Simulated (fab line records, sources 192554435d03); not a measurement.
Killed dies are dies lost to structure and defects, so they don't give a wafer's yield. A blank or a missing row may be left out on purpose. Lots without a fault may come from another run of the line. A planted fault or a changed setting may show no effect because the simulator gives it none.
fab line records | flow n5_finfet
record lots=11 wafers=31 last_day=18
route steps=1938 shown BEOL_M2@851 BEOL_M4@1111 MIM_BOT@1832 MIM_TOP_LITHO@1848 PASSIVATION@1908
lots that met no fault: from a run of the same line without faults
start_h: hours from the record's first day to the start of the lot's first wafer shown | wait_h: hours since the lot's step before | " the same as in the row above | L1.1+2: a row that stands for several wafers | - no value, or no start given | * or withheld: withheld | < > ~ a bound
route shown NAME@n: a module of which the file shows steps, and the number in the route of the first | usual: mean/standard deviation of fault-free wafers | same: alike in all rows | chamber/n: place in a boat | sites: the reading at each site | _std_site: their standard deviation | _edge_site: outer sites' mean less inner sites' | radius_mm: how far each site lies from the wafer's centre | mask NAME#n: copy n | behind: the tool/chamber that last shaped the wafer | hold: why the lot was held/for how many hours/how that ended | device: the transistor (n, p or np) that didn't switch | end of line: the same wafers' tests at the end of the route | a step without rows: its recipe alone | killed: dies lost to structure and defects at the first sort, not the wafer's yield | map: a wafer's dies, x killed, . not, _ none there
set.NAME: the setting as run; set.NAME@STEP: as run at that earlier step | model.NAME: the simulator's own value behind a step, which no gauge read
steps of the route over a sample of lots; a table a step, a row a wafer
services: from which hour (start_h, from the record's first day; less than 0 if before it) a tool's chamber was out of use, for how many hours, and why
## steps
# step N5_BEOL_M2_EXPOSE_08
# recipe mask_id=M2 na=0.33 source_shape=dipole sigma_inner=0.369 sigma_outer=0.767 polarization=unpolarized dose_mj=41.25
# usual reticle_temp_C=22.99/0.11
# columns lot.wafer tool chamber start_h wait_h mask reticle_temp_C
L872.2 euv_scanner-01 0 134.75 - M2#0 22.95
L872.3 " 0 " " M2#0 22.91
L872.5 " 0 " " M2#0 23.14
L873.3 euv_scanner-01 0 138.82 - M2#0 23.17
L873.4 " 0 " " M2#0 23.15
L873.6 " 0 " " M2#0 23.00
L874.1 euv_scanner-01 0 142.24 - M2#0 23.11
L874.2 " 0 " " M2#0 23.08
L874.6 " 0 " " M2#0 22.87
L875.3 euv_scanner-02 0 157.03 - M2#0 23.07
L875.4 " 0 " " M2#0 23.25
L875.5 " 0 " " M2#0 22.97
L876.1 euv_scanner-02 0 160.34 - M2#0 22.76
L876.4 " 0 " " M2#0 22.95
L877.1 euv_scanner-02 0 172.50 - M2#0 23.00
L877.6 " 0 " " M2#0 23.10
L881.2 euv_scanner-01 0 188.02 - M2#0 22.92
L881.3 " 0 " " M2#0 23.00
L881.4 " 0 " " M2#0 22.81
L880.2 euv_scanner-02 0 194.66 - M2#0 23.06
L880.4 " 0 " " M2#0 23.08
L880.5 " 0 " " M2#0 22.94
L891.1 euv_scanner-02 0 255.49 - M2#0 23.02
L891.2 " 0 " " M2#0 22.97
L891.5 " 0 " " M2#0 22.86
L893.4 euv_scanner-02 0 271.92 - M2#0 23.14
L893.5 " 0 " " M2#0 23.06
L893.6 " 0 " " M2#0 22.98
L894.3 euv_scanner-01 0 272.29 - M2#0 22.95
L894.5 " 0 " " M2#0 22.86
L894.6 " 0 " " M2#0 22.98
# step N5_BEOL_M4_RC_MEAS_101
# usual DIBL_N=35.8/2.2 DIBL_P=35.3/2.7 IOFF_N=0.16/0.043 IOFF_P=0.21/0.043 ION_N=676/15 ION_P=463/9.1 SS_N=71.4/0.77 SS_P=73.0/0.79 VT_N=250/4 VT_P=-249.8/2.8
# columns lot.wafer tool chamber start_h wait_h DIBL_N[mV/V] DIBL_P[mV/V] IOFF_N[nA/um] IOFF_P[nA/um] ION_N[uA/um] ION_P[uA/um] SS_N[mV/dec] SS_P[mV/dec] VT_N[mV] VT_P[mV]
L872.2 prober-02 0 176.18 0.2 37.7 39.0 0.19 0.24 689 474 70.9 72.4 242 -246.0
L872.3 " 0 " " 40.3 41.7 0.25 0.30 708 481 71.5 73.9 240 -244.5
L872.5 " 0 " " 35.7 37.3 0.17 0.22 694 478 70.7 72.3 244 -247.6
L873.3 prober-01 0 185.57 0.3 33.6 32.6 0.11 0.16 674 460 70.4 72.6 254 -251.9
L873.4 " 0 " " 35.9 34.8 0.14 0.20 674 461 71.5 72.8 252 -248.7
L873.6 " 0 " " 35.9 34.9 0.14 0.20 691 472 71.7 73.2 251 -249.1
L874.1 prober-02 0 193.49 0.0 29.6 29.3 0.08 0.13 641 453 70.4 72.0 259 -254.3
L874.2 " 0 " " 38.5 39.2 0.23 0.27 693 474 71.8 74.0 244 -245.1
L874.6 " 0 " " 38.8 39.7 0.24 0.27 691 465 72.6 74.1 245 -245.0
L876.1 prober-02 0 197.47 0.0 35.9 35.7 0.13 0.19 645 447 71.4 73.9 255 -252.4
L876.4 " 0 " " 38.0 37.9 0.19 0.22 697 470 71.5 74.1 246 -249.1
L875.3 prober-01 0 197.59 0.3 36.5 36.3 0.16 0.23 654 450 71.3 73.1 250 -249.0
L875.4 " 0 " " 37.2 36.8 0.18 0.22 691 467 72.1 72.9 247 -250.4
L875.5 " 0 " " 39.8 37.5 0.22 0.24 664 453 73.1 73.7 248 -246.8
L877.1 prober-02 0 216.24 0.0 37.4 36.2 0.17 0.24 681 474 71.5 73.3 251 -248.1
L877.6 " 0 " " 38.7 38.2 0.19 0.28 695 475 72.6 73.8 247 -247.4
L881.2 prober-02 0 228.23 0.2 35.8 33.7 0.16 0.19 682 468 70.4 72.5 247 -248.5
L881.3 " 0 " " 37.3 35.3 0.17 0.20 685 466 71.9 74.0 248 -251.6
L881.4 " 0 " " 34.9 34.2 0.14 0.19 674 469 71.3 73.3 250 -251.7
L880.2 prober-02 0 231.90 0.2 37.2 35.2 0.17 0.20 675 458 71.4 72.9 249 -251.0
L880.4 " 0 " " 38.9 36.9 0.19 0.22 687 469 71.9 73.0 250 -249.8
L880.5 " 0 " " 35.4 33.4 0.13 0.17 670 463 71.0 72.4 255 -253.7
L891.1 prober-01 0 294.15 0.0 33.9 34.6 0.12 0.18 672 462 71.1 72.8 251 -249.1
L891.2 " 0 " " 36.2 37.2 0.16 0.22 685 471 72.0 73.3 247 -249.4
L891.5 " 0 " " 34.3 35.1 0.13 0.19 685 471 70.7 72.5 251 -250.4
L893.4 prober-02 0 310.06 0.5 33.6 33.1 0.12 0.17 673 463 70.5 72.1 251 -255.0
L893.5 " 0 " " 34.4 32.8 0.14 0.16 679 453 71.0 72.0 252 -253.8
L893.6 " 0 " " 37.1 36.3 0.17 0.21 673 449 72.3 73.5 250 -249.5
L894.3 prober-01 0 314.68 0.3 35.3 33.6 0.14 0.21 667 466 71.1 72.9 249 -250.5
L894.5 " 0 " " 35.0 31.5 0.12 0.16 660 459 71.0 72.0 254 -252.2
L894.6 " 0 " " 35.3 33.0 0.14 0.18 682 466 71.3 72.1 251 -250.8
# step N5_MIM_BOT_DEGAS_01
# recipe ambient=vacuum temp_c=300 time_s=60
# usual heater_power_w=468/45
# columns lot.wafer tool chamber start_h wait_h heater_power_w
L872.2 pvd_sputter-02 - 271.50 2.3 447
L872.3 " - " " 547
L872.5 " - " " 465
L874.1 pvd_sputter-01 - 283.97 2.0 422
L874.2 " - " " 465
L874.6 " - " " 459
L873.3 pvd_sputter-02 - 284.65 0.7 509
L873.4 " - " " 438
L873.6 " - " " 439
L876.1 pvd_sputter-03 - 289.15 2.0 376
L876.4 " - " " 467
L875.3 pvd_sputter-01 - 289.63 0.4 419
L875.4 " - " " 420
L875.5 " - " " 470
L877.1 pvd_sputter-02 - 313.99 0.3 465
L877.6 " - " " 477
L881.2 pvd_sputter-03 - 328.00 0.1 462
L881.3 " - " " 412
L881.4 " - " " 485
L880.2 pvd_sputter-01 - 330.58 1.4 463
L880.4 " - " " 497
L880.5 " - " " 421
L891.1 pvd_sputter-01 - 396.50 1.1 493
L891.2 " - " " 460
L891.5 " - " " 425
L893.4 pvd_sputter-01 - 418.25 2.3 426
L893.5 " - " " 505
L893.6 " - " " 413
L894.3 pvd_sputter-02 - 431.00 1.3 541
L894.5 " - " " 555
L894.6 " - " " 470
# step N5_MIM_TOP_LITHO_OVL_MEAS_11
# recipe points_per_wafer=44
# usual MIM_TOP_OVL=-3/5.3
# columns lot.wafer tool chamber start_h wait_h MIM_TOP_OVL[nm]
L872.2 overlay-02 0 273.15 0.0 6
L872.3 " 0 " " 3
L872.5 " 0 " " -4
L874.1 overlay-01 0 285.92 0.0 -1
L874.2 " 0 " " -4
L874.6 " 0 " " 3
L873.3 overlay-02 0 286.59 0.0 -3
L873.4 " 0 " " -6
L873.6 " 0 " " -2
L876.1 overlay-02 0 290.41 0.0 -5
L876.4 " 0 " " 5
L875.3 overlay-02 0 290.69 0.0 1
L875.4 " 0 " " -1
L875.5 " 0 " " 10
L877.1 overlay-02 0 315.08 0.0 -7
L877.6 " 0 " " -15
L881.2 overlay-02 0 330.98 0.0 -8
L881.3 " 0 " " -8
L881.4 " 0 " " -8
L880.2 overlay-02 0 332.10 0.0 -10
L880.4 " 0 " " -8
L880.5 " 0 " " -3
L891.1 overlay-02 0 399.24 0.0 -8
L891.2 " 0 " " -7
L891.5 " 0 " " -12
L893.4 overlay-02 0 419.73 0.0 -1
L893.5 " 0 " " -7
L893.6 " 0 " " 1
L894.3 overlay-02 0 432.86 0.0 -3
L894.5 " 0 " " -8
L894.6 " 0 " " -7
# step N5_PASSIVATION_DESCUM_32
# recipe chemistry=O2 time_s=7.9 source_power_w=50 bias_power_w=20 pressure_mtorr=20 rf_frequency_hz=2.712e+07 temp_c=40 o2_flow_sccm=225
# usual drypump_motor_current_A=5.6/0.38 oes_product_au=0.76/0.063 rf_vpp_V=242.8/1.5 showerhead_plenum_p_Torr=2.08/0.073 throttle_valve_pct=20.48/0.2
# columns lot.wafer tool chamber start_h wait_h drypump_motor_current_A oes_product_au rf_hours_counter_h rf_vpp_V showerhead_plenum_p_Torr throttle_valve_pct
L872.2 rie_diel-01 2 281.00 0.1 5.7 0.76 125 243.3 2.11 20.37
L872.3 " 3 " " 5.4 0.72 166 240.8 2.01 20.70
L872.5 " 3 " " 5.5 0.73 - 242.2 2.01 20.71
L874.1 rie_diel-01 0 290.51 0.0 6.2 0.73 166 240.1 2.02 20.72
L874.2 " 2 " " 5.6 0.77 128 243.6 2.11 20.35
L874.6 " 3 " " 5.4 0.72 - 242.5 2.01 20.70
L873.3 rie_diel-01 1 291.30 0.0 5.8 0.75 135 240.8 2.02 20.25
L873.4 " 3 " " 5.4 0.72 170 241.4 2.01 20.69
L873.6 " 2 " " 5.6 0.76 - 242.8 2.10 20.36
L876.1 rie_diel-01 0 294.69 0.0 6.2 0.73 167 243.0 2.02 20.73
L876.4 " 2 " " 5.6 0.77 130 243.3 2.10 20.37
L875.3 rie_diel-04 3 295.23 0.1 5.7 0.68 242 243.6 2.15 20.45
L875.4 " 2 " " 4.7 0.84 62 241.7 2.11 20.46
L875.5 " 3 " " 5.7 0.68 - 243.1 2.15 20.47
L877.1 rie_diel-04 0 320.34 0.0 5.5 0.89 42 246.5 2.24 20.30
L877.6 " 2 " " 4.8 0.83 - 243.6 2.11 20.47
L880.2 rie_diel-02 0 339.11 0.0 6.1 0.75 178 241.1 1.97 20.39
L880.4 " 1 " " 5.2 0.70 181 242.0 2.07 20.39
L880.5 " 2 " " 5.8 0.73 - 244.5 2.15 20.23
L881.2 rie_diel-04 1 339.45 0.0 5.8 0.75 171 243.1 2.12 20.62
L881.3 " 2 " " 4.8 0.82 81 244.0 2.10 20.49
L881.4 " 3 " " 5.7 0.96 3 243.9 2.15 20.21
L891.1 rie_diel-02 1 407.67 0.0 5.2 0.69 206 243.5 2.06 20.44
L891.2 " 0 " " 6.1 0.72 202 241.3 1.96 20.42
L891.5 " 0 " " 6.1 0.71 - 238.9 1.96 20.44
L893.4 rie_diel-02 1 423.73 0.0 5.2 0.68 213 242.4 2.06 20.46
L893.5 " 2 " " 5.8 0.72 - 243.8 2.14 20.25
L893.6 " 1 " " 5.2 0.68 - 243.6 2.06 20.45
L894.3 rie_diel-04 3 437.79 0.0 5.7 0.88 34 246.0 2.14 20.25
L894.5 " 3 " " 5.7 0.86 - 243.3 2.14 20.26
L894.6 " 0 " " 5.6 0.83 - 244.5 2.22 20.32
# step N5_PASSIVATION_PROBE_49
# usual defect_limited_yield=91.1/1.4 killed_at_M0_to_M3=34/11 killed_at_M4_up=14/5.6 killed_at_contacts=13/5.9 killed_at_front_end=40/11 killed_at_other=4/3.1 killed_dies=105/16 killed_open=68/11 killed_short=34/8.4 sort_bin_5_function=5.2/0.86 sort_bin_6_memory=3.2/0.7 sort_bin_8_speed=0.1/1.1 sort_n_pass=1074/21 sort_yield_pct=91.0/1.8
# same gross_dies=1180 killed_at_back_side=0 sort_bin_4_leakage[%]=0
# columns lot.wafer tool chamber start_h wait_h defect_limited_yield[%] killed_at_M0_to_M3 killed_at_M4_up killed_at_contacts killed_at_front_end killed_at_other killed_dies killed_open killed_short sort_bin_5_function[%] sort_bin_6_memory[%] sort_bin_8_speed[%] sort_n_pass sort_yield_pct[%]
L891.1 prober-02 - 412.78 0.0 80.3 179 16 8 28 1 232 58 34 10.3 8.4 0 948 80.3
L891.2 prober-02 - 412.83 0.1 85.1 105 15 16 39 1 176 72 37 8.1 6.3 0 1004 85.1
L891.5 prober-02 - 412.98 0.2 87.2 83 12 18 38 0 151 85 29 6.4 5.9 0 1029 87.2
L893.4 prober-02 - 430.08 1.6 85.5 75 21 23 50 2 171 86 36 9.1 4.9 0 1009 85.5
L893.5 prober-02 - 430.13 1.6 91.6 44 19 11 23 2 99 73 24 5.5 2.8 0 1081 91.6
L893.6 prober-02 - 430.18 1.7 79.7 155 31 7 40 6 239 85 27 11.0 8.2 0 941 79.7
# killed by level:class
L891.1 BEOL_M2:area_expose=139 BEOL_M0_SAQP:geometric_particle:short=11 BEOL_M2:geometric_particle:open=10 BEOL_M0_SAQP:geometric_particle:open=8 BEOL_M5:geometric_particle:open=6 DUMMY_GATE:geometric_particle:open=5 MOL_CONTACT_COAG:geometric_particle:open=5 BEOL_M3:geometric_particle:open=5
L891.2 BEOL_M2:area_expose=66 FIN_SAQP:geometric_particle:short=16 MOL_CONTACT_COAG:geometric_particle:open=10 BEOL_M2:geometric_particle:open=10 BEOL_M0_SAQP:geometric_particle:open=8 STI_FIN_REVEAL:geometric_particle:open=6 MOL_CONTACT_COAG:geometric_particle:short=6 BEOL_M3:geometric_particle:open=6
L891.5 BEOL_M2:area_expose=35 BEOL_M0_SAQP:geometric_particle:open=25 MOL_CONTACT_COAG:geometric_particle:open=15 FIN_SAQP:geometric_particle:open=9 DUMMY_GATE:geometric_particle:open=6 BEOL_M0_SAQP:geometric_particle:short=5 BEOL_M1:geometric_particle:open=5 BEOL_M3:geometric_particle:open=5
L893.4 BEOL_M2:area_expose=49 MOL_CONTACT_COAG:geometric_particle:open=16 FIN_SAQP:geometric_particle:open=13 STI_FIN_REVEAL:geometric_particle:open=11 BEOL_M4:geometric_particle:open=11 BEOL_M0_SAQP:geometric_particle:open=9 MOL_CONTACT_COAG:geometric_particle:short=7 GATE_CUT:geometric_particle:open=5
L893.5 BEOL_M3:geometric_particle:open=12 FIN_SAQP:geometric_particle:open=9 BEOL_M0_SAQP:geometric_particle:open=9 MOL_CONTACT_COAG:geometric_particle:open=8 BEOL_M0_SAQP:geometric_particle:short=7 BEOL_M2:geometric_particle:open=6 BEOL_M4:geometric_particle:open=6 BEOL_M1:geometric_particle:open=4
L893.6 BEOL_M2:area_expose=124 BEOL_M4:geometric_particle:open=18 STI_FIN_REVEAL:geometric_particle:open=18 BEOL_M3:geometric_particle:open=7 MOL_CONTACT_COAG:geometric_particle:open=6 BEOL_M0_SAQP:geometric_particle:short=6 FIN_SAQP:geometric_particle:open=5 ILD0:geometric_particle:open=5
## services
# columns tool chamber start_h hours kind
euv_scanner-02 - 114.63 1.0 pm
euv_scanner-01 - 115.64 1.0 pm
euv_scanner-02 - 116.18 40.6 repair
euv_scanner-01 - 161.65 5.8 pm
euv_scanner-02 - 170.78 1.0 pm
euv_scanner-01 - 171.79 1.0 pm
euv_scanner-01 - 198.03 4.6 pm
euv_scanner-02 - 198.73 0.1 repair
euv_scanner-01 - 220.58 0.3 repair
euv_scanner-02 - 226.93 1.0 pm
euv_scanner-01 - 227.94 1.0 pm
euv_scanner-02 - 237.99 4.6 pm
euv_scanner-02 - 248.70 5.8 pm
euv_scanner-01 - 254.48 12.0 pm
euv_scanner-02 - 283.08 1.0 pm
euv_scanner-01 - 284.09 1.0 pm
euv_scanner-01 - 318.04 0.6 repair
euv_scanner-02 - 339.23 1.0 pm
euv_scanner-01 - 340.24 1.0 pm
euv_scanner-01 - 370.63 4.6 pm
euv_scanner-01 - 379.40 0.3 repair
euv_scanner-02 - 395.38 1.0 pm
euv_scanner-01 - 396.39 1.0 pm
euv_scanner-02 - 410.59 4.6 pm
## key
first_sign step=N5_PASSIVATION_PROBE_49 reading=killed_at_M0_to_M3 direction=up sigmas=6.4 usual=34 struck=107 wafers_moved=5
effect step=N5_PASSIVATION_PROBE_49 reading=defect_limited_yield direction=down sigmas=4.5 usual=91.1 struck=84.9 wafers_moved=5
more_kills_born_at N5_BEOL_M2_EXPOSE_08@euv_scanner-02=415
met_at N5_BEOL_M2_EXPOSE_08
struck_lots L891,L893
loop_trim step=N5_BEOL_M2_EXPOSE_08 setting=dose lots=L893
not_acting_at N5_MIM_BOT_DEGAS_01,N5_MIM_TOP_LITHO_OVL_MEAS_11,N5_PASSIVATION_DESCUM_32
onset_between 194.66 255.49
fault kind=process_parameter_drift tool=euv_scanner-02 chamber=- onset_h=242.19 steps=N5_BEOL_M2_EXPOSE_08 channel=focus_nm offset=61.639 spread_by_wafer=0.3 shape=step end_h=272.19
# loop_trim: a control loop set the setting to another value than it would have without faults
